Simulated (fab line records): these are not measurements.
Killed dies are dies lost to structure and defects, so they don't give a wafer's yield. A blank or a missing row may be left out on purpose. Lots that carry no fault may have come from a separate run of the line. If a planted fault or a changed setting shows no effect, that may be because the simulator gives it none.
fab line records -- flow n5Finfet
[record] lots = 10, wafers = 28, lastDay = 17
route steps=1938 shown STI_FIN_REVEAL@183 BEOL_M4@1111
lots that met no fault: taken from a fault-free run of the same line
startH: start of the lot's first displayed wafer, in hours after the record's first day -- waitH: hours elapsed since this lot's preceding step -- " identical to the entry in the row above -- L1.1+2: one row covering several wafers at once -- - value missing, or start not given -- * or withheld: withheld -- < > ~ a bound
route shown NAME@n: a module of which the file shows steps, and the number in the route of the first -- usual: mean/standard deviation taken from wafers without a fault -- same: alike in all rows -- chamber/n: place in a boat -- sites: per-site readings -- _std_site: standard deviation across them -- _edge_site: the outer-site mean with the inner-site mean subtracted -- radiusMm: how far each site lies from the wafer's centre -- mask NAME#n: copy n -- behind: tool/chamber where the wafer was last shaped -- hold: why the lot was held/for how many hours/how that ended -- device: names the non-switching transistor (n, p or np) -- end of line: the route-end tests of the same wafers -- a step without rows: its recipe alone -- killed: count of dies lost to structure and defects at first sort (not the wafer's yield) -- map: a wafer's dies, x killed, . not, _ none there
set.NAME: the run value of the setting; set.NAME@STEP: its run value at that earlier step -- model.NAME: the simulator's own value behind a step, which no gauge read
one table for each step of the route and one row for each wafer, over a sample of lots
services: the hour from which a tool's chamber was out of use, counted from the record's first day as startH (under 0 if before that day), plus the number of hours and why
[[steps]]
[step N5_STI_FIN_REVEAL_ALD_00]
[recipe] material = SiO2, targetThkA = 10, tempC = 300, aldPrecursorFamily = BDEAS, aldCoReactant = O2-plasma, pulseTimeS = 1, pressureTorr = 2
[usual] chamberPressureTorr = 1.999/0.0041, heaterPowerOuterW = 260/39, heaterPowerW = 470/65, precursorPulseHeightRel = 0.999/0.018
lot.wafer,tool,chamber,startH,waitH,chamberPressureTorr,heaterPowerOuterW,heaterPowerW,precursorPulseHeightRel
L472.2,aldSin-02,0,48.23,0.6,1.999,293,528,1.003
L472.3,aldSin-02,1,48.23,0.6,1.990,281,489,1.015
L474.1,aldSin-02,2,58.16,0.2,1.997,230,426,1.036
L474.2,aldSin-02,0,58.16,0.2,1.994,292,551,1.016
L474.3,aldSin-02,3,58.16,0.2,2.004,237,396,1.004
L475.1,aldSin-03,3,63.62,0.0,1.998,272,494,0.989
L475.5,aldSin-03,0,63.62,0.0,1.993,244,441,1.005
L475.6,aldSin-03,1,63.62,0.0,1.998,207,374,1.010
L476.1,aldSin-02,3,71.02,0.0,2.004,241,404,0.992
L476.5,aldSin-02,1,71.02,0.0,2.000,279,485,1.006
L477.1,aldSin-03,0,77.77,1.5,1.998,240,450,0.980
L477.3,aldSin-03,3,77.77,1.5,2.003,273,478,0.994
L477.5,aldSin-03,1,77.77,1.5,2.001,207,373,0.958
L485.2,aldSin-02,1,124.67,0.7,1.991,258,462,0.995
L485.4,aldSin-02,1,124.67,0.7,1.991,254,464,1.022
L485.6,aldSin-02,2,124.67,0.7,1.998,207,391,0.992
L487.1,aldSin-01,1,136.30,0.0,1.997,278,529,1.013
L487.2,aldSin-01,0,136.30,0.0,2.003,232,423,1.003
L487.3,aldSin-01,3,136.30,0.0,1.996,250,466,1.011
L488.1,aldSin-01,3,144.11,1.8,2.001,249,492,1.024
L488.2,aldSin-01,2,144.11,1.8,1.997,355,603,1.003
L488.3,aldSin-01,1,144.11,1.8,1.996,284,515,1.030
L491.2,aldSin-02,1,161.72,0.4,2.003,256,463,0.998
L491.3,aldSin-02,2,161.72,0.4,2.002,209,396,1.013
L491.6,aldSin-02,0,161.72,0.4,1.996,287,525,0.956
L492.1,aldSin-02,2,165.53,0.0,1.998,212,402,1.005
L492.3,aldSin-02,3,165.53,0.0,1.999,239,407,1.008
L492.6,aldSin-02,1,165.53,0.0,2.000,253,462,1.003
[step N5_STI_FIN_REVEAL_CMP_04]
[recipe] stopOn = Si3N4, tOverpolishS = 4, downForcePsi = 2, platenRpm = 54.18, postCmpClean = alkalineBrush, padVelocityMS = 1.078, targetThkNm = 131.83
[usual] motorCurrentA = 8.2/0.67, overpolishRunS = 3.999/0.009, padLifeWafers = 1234/660, timeToEndpointS = 103/6.3
lot.wafer,tool,chamber,startH,waitH,motorCurrentA,overpolishRunS,padLifeWafers,timeToEndpointS
L472.2,cmp-02,2,54.38,0.0,8.9,4.001,1902,108
L472.3,cmp-02,3,54.38,0.0,7.7,3.986,1903,107
L474.2,cmp-04,3,63.32,0.0,8.1,4.004,756,102
L474.1,cmp-04,0,63.32,0.0,8.2,3.999,757,97
L474.3,cmp-04,2,63.32,0.0,7.6,4.004,759,104
L475.1,cmp-02,1,68.74,0.1,8.5,4.006,2029,115
L475.5,cmp-02,0,68.74,0.1,8.8,4.007,-,112
L475.6,cmp-02,1,68.74,0.1,8.4,4.010,-,115
L476.1,cmp-02,0,76.21,0.1,9.1,4.021,2078,110
L476.5,cmp-02,2,76.21,0.1,8.7,3.996,-,108
L477.1,cmp-04,3,82.85,0.0,8.3,4.005,900,102
L477.3,cmp-04,2,82.85,0.0,7.7,4.005,903,107
L477.5,cmp-04,0,82.85,0.0,7.7,3.992,-,99
L485.2,cmp-04,0,129.83,0.1,8.1,3.986,1334,98
L485.4,cmp-04,1,129.83,0.1,8.7,4.015,1335,113
L485.6,cmp-04,3,129.83,0.1,8.2,3.995,-,107
L487.2,cmp-02,0,141.39,0.0,9.1,3.981,444,106
L487.3,cmp-02,1,141.39,0.0,8.4,3.984,445,106
L487.1,cmp-02,3,141.39,0.0,7.2,3.991,447,98
L488.1,cmp-04,1,149.24,0.1,8.9,3.999,1441,107
L488.2,cmp-04,2,149.24,0.1,7.8,3.986,1442,110
L488.3,cmp-04,3,149.24,0.1,8.2,3.997,1443,101
L491.2,cmp-01,1,166.81,0.0,8.0,3.996,2136,101
L491.3,cmp-01,2,166.81,0.0,6.8,3.985,2137,97
L491.6,cmp-01,1,166.81,0.0,7.9,3.986,-,106
L492.1,cmp-01,3,170.66,0.1,7.7,3.998,2161,101
L492.3,cmp-01,0,170.66,0.1,10.0,4.001,2162,94
L492.6,cmp-01,3,170.66,0.1,7.8,3.994,-,98
[step N5_STI_FIN_REVEAL_RECESS_09]
[recipe] chemistry = HF/NH3, target = SiO2, afsCycles = 11, targetDepthA = 425, tempC = 30, sublimationTempC = 180, sublimationTimeS = 60
[usual] drypumpMotorCurrentA = 5.70/0.093, forelinePTorr = 0.1280/0.00033
lot.wafer,tool,chamber,startH,waitH,drypumpMotorCurrentA,forelinePTorr
L472.2,vaporEtch-01,1,55.22,0.0,5.71,0.1279
L472.3,vaporEtch-01,0,55.22,0.0,5.87,0.1279
L474.1,vaporEtch-02,1,64.22,0.0,5.69,0.1275
L474.2,vaporEtch-02,0,64.22,0.0,5.58,0.1276
L474.3,vaporEtch-02,1,64.22,0.0,5.71,0.1280
L475.1,vaporEtch-02,0,69.57,0.0,5.58,0.1276
L475.5,vaporEtch-02,1,70.63,1.1,5.69,0.1276
L475.6,vaporEtch-02,0,70.63,1.1,5.59,0.1273
L476.1,vaporEtch-02,0,77.02,0.0,5.57,0.1282
L476.5,vaporEtch-02,0,78.08,1.1,5.58,0.1277
L477.1,vaporEtch-02,1,83.65,0.0,5.72,0.1282
L477.3,vaporEtch-02,1,83.65,0.0,5.70,0.1289
L477.5,vaporEtch-02,0,83.65,0.0,5.60,0.1281
L485.2,vaporEtch-01,0,130.54,0.0,5.90,0.1280
L485.4,vaporEtch-01,0,130.54,0.0,5.87,0.1280
L485.6,vaporEtch-01,1,130.54,0.0,5.71,0.1279
L487.1,vaporEtch-01,1,142.19,0.0,5.73,0.1273
L487.2,vaporEtch-01,0,142.19,0.0,5.83,0.1281
L487.3,vaporEtch-01,0,142.19,0.0,5.83,0.1278
L488.1,vaporEtch-01,1,150.03,0.0,5.72,0.1283
L488.2,vaporEtch-01,0,150.03,0.0,5.87,0.1280
L488.3,vaporEtch-01,0,150.03,0.0,5.86,0.1282
L491.2,vaporEtch-01,1,167.59,0.0,5.74,0.1279
L491.3,vaporEtch-01,1,167.59,0.0,5.73,0.1284
L491.6,vaporEtch-01,1,167.59,0.0,5.70,0.1279
L492.1,vaporEtch-01,1,171.55,0.0,5.74,0.1284
L492.3,vaporEtch-01,0,171.55,0.0,5.84,0.1279
L492.6,vaporEtch-01,1,171.55,0.0,5.73,0.1285
[step N5_STI_FIN_REVEAL_OXIDATION_31]
[recipe] chemistry = O2_PLASMA_REMOTE, tempC = 150, timeS = 20, pressureMtorr = 1000, sourcePowerW = 2000, o2FlowSccm = 3000
[usual] drypumpMotorCurrentA = 5.52/0.28, heaterPowerW = 143/8.9
lot.wafer,tool,chamber,startH,waitH,drypumpMotorCurrentA,heaterPowerW,rfHoursCounterH
L472.2,plasmaAsher-01,1,57.37,0.0,5.95,150,32
L472.3,plasmaAsher-01,0,57.37,0.0,5.18,151,-
L474.1,plasmaAsher-02,0,66.37,0.0,5.56,142,88
L474.2,plasmaAsher-02,1,66.37,0.0,5.36,134,88
L474.3,plasmaAsher-02,1,66.37,0.0,5.39,128,-
L475.1,plasmaAsher-02,1,71.81,0.0,5.42,131,89
L475.5,plasmaAsher-02,0,71.81,0.0,5.56,135,-
L475.6,plasmaAsher-02,1,71.81,0.0,5.42,129,-
L476.1,plasmaAsher-01,1,79.24,0.0,5.94,152,37
L476.5,plasmaAsher-01,1,79.24,0.0,5.91,152,-
L477.1,plasmaAsher-01,0,85.84,0.0,5.18,150,38
L477.3,plasmaAsher-01,0,85.84,0.0,5.18,150,-
L477.5,plasmaAsher-01,1,85.84,0.0,5.93,148,-
L485.2,plasmaAsher-02,1,132.77,0.1,5.40,133,104
L485.4,plasmaAsher-02,0,132.77,0.1,5.53,136,-
L485.6,plasmaAsher-02,1,132.77,0.1,5.42,130,-
L487.1,plasmaAsher-01,1,144.38,0.0,5.94,151,47
L487.2,plasmaAsher-01,0,144.38,0.0,5.18,151,47
L487.3,plasmaAsher-01,1,144.38,0.0,5.94,146,-
L488.1,plasmaAsher-02,1,152.18,0.0,5.40,130,108
L488.2,plasmaAsher-02,0,152.18,0.0,5.54,139,108
L488.3,plasmaAsher-02,1,152.18,0.0,5.39,130,-
L491.2,plasmaAsher-01,1,169.75,0.0,5.92,148,52
L491.3,plasmaAsher-01,1,169.75,0.0,5.91,153,-
L491.6,plasmaAsher-01,0,169.75,0.0,5.16,150,-
L492.1,plasmaAsher-01,0,173.70,0.0,5.18,149,53
L492.3,plasmaAsher-01,0,173.70,0.0,5.19,150,-
L492.6,plasmaAsher-01,0,173.70,0.0,5.17,154,-
[step N5_STI_FIN_REVEAL_FIN_H_MEAS_10]
[usual] trenchDepthNm = 51.7/1.1
lot.wafer,tool,chamber,startH,waitH,trenchDepthNm
L472.2,ocd-01,-,57.92,0.0,50.1
L472.3,ocd-01,-,57.92,0.0,50.8
L474.1,ocd-01,-,66.92,0.0,53.2
L474.2,ocd-01,-,66.92,0.0,51.1
L474.3,ocd-01,-,66.92,0.0,51.5
L475.1,ocd-01,-,72.36,0.0,51.9
L475.5,ocd-01,-,72.36,0.0,52.4
L475.6,ocd-01,-,72.36,0.0,50.5
L476.1,ocd-01,-,79.78,0.0,50.1
L476.5,ocd-01,-,79.78,0.0,51.6
L477.1,ocd-01,-,86.38,0.0,52.2
L477.3,ocd-01,-,86.38,0.0,52.1
L477.5,ocd-01,-,86.38,0.0,54.9
L485.2,ocd-01,-,133.32,0.0,53.0
L485.4,ocd-01,-,133.32,0.0,54.4
L485.6,ocd-01,-,133.32,0.0,51.5
L487.1,ocd-01,-,144.92,0.0,51.2
L487.2,ocd-01,-,144.92,0.0,51.4
L487.3,ocd-01,-,144.92,0.0,51.3
L488.1,ocd-01,-,152.78,0.0,53.2
L488.2,ocd-01,-,152.78,0.0,50.9
L488.3,ocd-01,-,152.78,0.0,50.1
L491.2,ocd-01,-,170.32,0.0,51.8
L491.3,ocd-01,-,170.32,0.0,52.7
L491.6,ocd-01,-,170.32,0.0,52.6
L492.1,ocd-02,-,174.24,0.0,51.3
L492.3,ocd-02,-,174.24,0.0,51.8
L492.6,ocd-02,-,174.24,0.0,50.9
[step N5_BEOL_M4_RC_MEAS_101]
[usual] DIBL_N = 37.5/2, DIBL_P = 37.5/2.5, IOFF_N = 0.18/0.042, IOFF_P = 0.24/0.046, ION_N = 677/15, ION_P = 464/9.5, SS_N = 72.0/0.76, SS_P = 73.6/0.79, VT_N = 249/3.5, VT_P = -249/3.2
lot.wafer,tool,chamber,startH,waitH,DIBL_N[mV/V],DIBL_P[mV/V],IOFF_N[nA/um],IOFF_P[nA/um],ION_N[uA/um],ION_P[uA/um],SS_N[mV/dec],SS_P[mV/dec],VT_N[mV],VT_P[mV]
L472.2,prober-01,0,181.31,0.2,36.9,37.5,0.16,0.20,657,451,72.8,73.8,251,-256
L472.3,prober-01,0,181.31,0.2,37.5,39.2,0.18,0.23,670,455,72.1,74.4,249,-250
L474.1,prober-01,0,195.03,0.0,34.2,34.4,0.15,0.18,682,471,72.3,73.2,253,-254
L474.2,prober-01,0,195.03,0.0,36.0,37.9,0.18,0.24,670,457,72.0,73.3,247,-249
L474.3,prober-01,0,195.03,0.0,36.8,38.0,0.20,0.23,687,464,72.0,74.3,247,-251
L475.1,prober-02,0,202.69,0.0,37.3,36.9,0.17,0.24,678,469,71.4,74.0,249,-249
L475.5,prober-02,0,202.69,0.0,39.1,38.0,0.20,0.26,684,472,72.7,74.2,248,-247
L475.6,prober-02,0,202.69,0.0,34.8,35.0,0.13,0.23,650,454,71.0,74.0,250,-248
L476.1,prober-02,0,204.86,0.0,36.8,37.1,0.14,0.24,645,448,70.6,73.9,254,-251
L476.5,prober-02,0,204.86,0.0,38.7,38.1,0.19,0.25,679,464,71.8,73.3,247,-249
L477.1,prober-02,0,216.10,0.0,34.7,33.6,0.12,0.16,657,454,70.5,71.5,257,-252
L477.3,prober-02,0,216.10,0.0,42.7,45.1,0.30,0.38,694,473,73.4,75.7,243,-241
L477.5,prober-02,0,216.10,0.0,35.8,36.7,0.15,0.19,694,476,70.9,73.3,252,-250
L485.2,prober-02,0,253.53,0.2,35.3,34.4,0.12,0.18,661,461,71.0,72.3,254,-252
L485.4,prober-02,0,253.53,0.2,36.3,35.7,0.15,0.20,688,476,71.4,72.5,252,-255
L485.6,prober-02,0,253.53,0.2,35.2,34.0,0.12,0.17,648,452,71.3,72.6,257,-254
L487.1,prober-01,0,273.67,0.0,40.8,40.6,0.23,0.29,690,470,72.2,74.2,244,-247
L487.2,prober-01,0,273.67,0.0,38.5,36.9,0.18,0.24,655,457,71.7,73.8,249,-247
L487.3,prober-01,0,273.67,0.0,39.0,38.1,0.19,0.25,664,460,71.6,73.0,249,-247
L488.1,prober-01,0,291.42,0.5,36.3,37.2,0.17,0.24,693,480,70.8,72.9,248,-247
L488.2,prober-01,0,291.42,0.5,35.6,35.8,0.15,0.22,665,466,71.5,72.4,248,-248
L488.3,prober-01,0,291.42,0.5,40.4,39.2,0.25,0.27,676,461,73.2,73.8,248,-244
L491.2,prober-01,0,305.41,0.2,39.4,39.4,0.22,0.25,683,457,72.8,74.8,244,-249
L491.3,prober-01,0,305.41,0.2,34.4,34.4,0.12,0.18,672,465,71.4,73.1,251,-254
L491.6,prober-01,0,305.41,0.2,39.7,40.4,0.23,0.28,697,474,72.3,74.5,241,-249
L492.1,prober-02,0,307.06,0.0,37.1,36.8,0.19,0.20,668,454,72.8,73.0,248,-253
L492.3,prober-02,0,307.06,0.0,35.2,35.5,0.13,0.18,659,452,71.5,73.1,251,-253
L492.6,prober-02,0,307.06,0.0,38.5,38.6,0.20,0.23,673,457,72.3,74.2,248,-249
[[services]]
tool,chamber,startH,hours,kind
aldSin-01,-,37.71,4.5,repair
aldSin-01,3,42.70,7.5,repair
aldSin-03,3,48.53,-,calibration
cmp-02,-,81.43,4.0,pm
aldSin-02,-,85.25,14.0,pm
aldSin-02,0,85.25,14.0,ventCycle
aldSin-02,1,85.25,14.0,ventCycle
aldSin-02,2,85.25,14.0,ventCycle
aldSin-02,3,85.25,14.0,ventCycle
cmp-02,-,85.43,-,consumableReplace:conditioner
cmp-02,-,85.43,-,consumableReplace:pad
aldSin-02,0,99.25,-,clean
aldSin-02,1,99.25,-,clean
aldSin-02,2,99.25,-,clean
aldSin-02,3,99.25,-,clean
plasmaAsher-01,-,109.99,14.6,pm
aldSin-01,-,111.09,0.5,repair
cmp-02,-,118.62,3.4,pm
cmp-04,-,135.90,6.4,pm
aldSin-02,-,137.97,14.6,pm
cmp-01,-,144.82,1.6,repair
cmp-04,-,158.77,1.5,repair
cmp-01,-,171.34,4.0,pm
vaporEtch-01,-,173.14,15.6,pm
[[key]]
[firstSign] step = N5_STI_FIN_REVEAL_FIN_H_MEAS_10, reading = trenchDepthNm, direction = up, sigmas = 3.1, usual = 51.7, struck = 54.9
effect none on later readings
metAt N5_STI_FIN_REVEAL_RECESS_09
struckLots L477
struckWafers L477.5
notActingAt N5_STI_FIN_REVEAL_ALD_00,N5_STI_FIN_REVEAL_CMP_04,N5_STI_FIN_REVEAL_OXIDATION_31
onsetBetween 77.02 83.65
[fault] kind = processParameterDrift, tool = vaporEtch-02, chamber = -, onsetH = 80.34, steps = N5_STI_FIN_REVEAL_RECESS_09, channel = targetDepthA, offset = 27.525, shape = step, endH = 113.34, scope = struckWafersOnly, actsIn = theseRecipesOnly, stated = 425
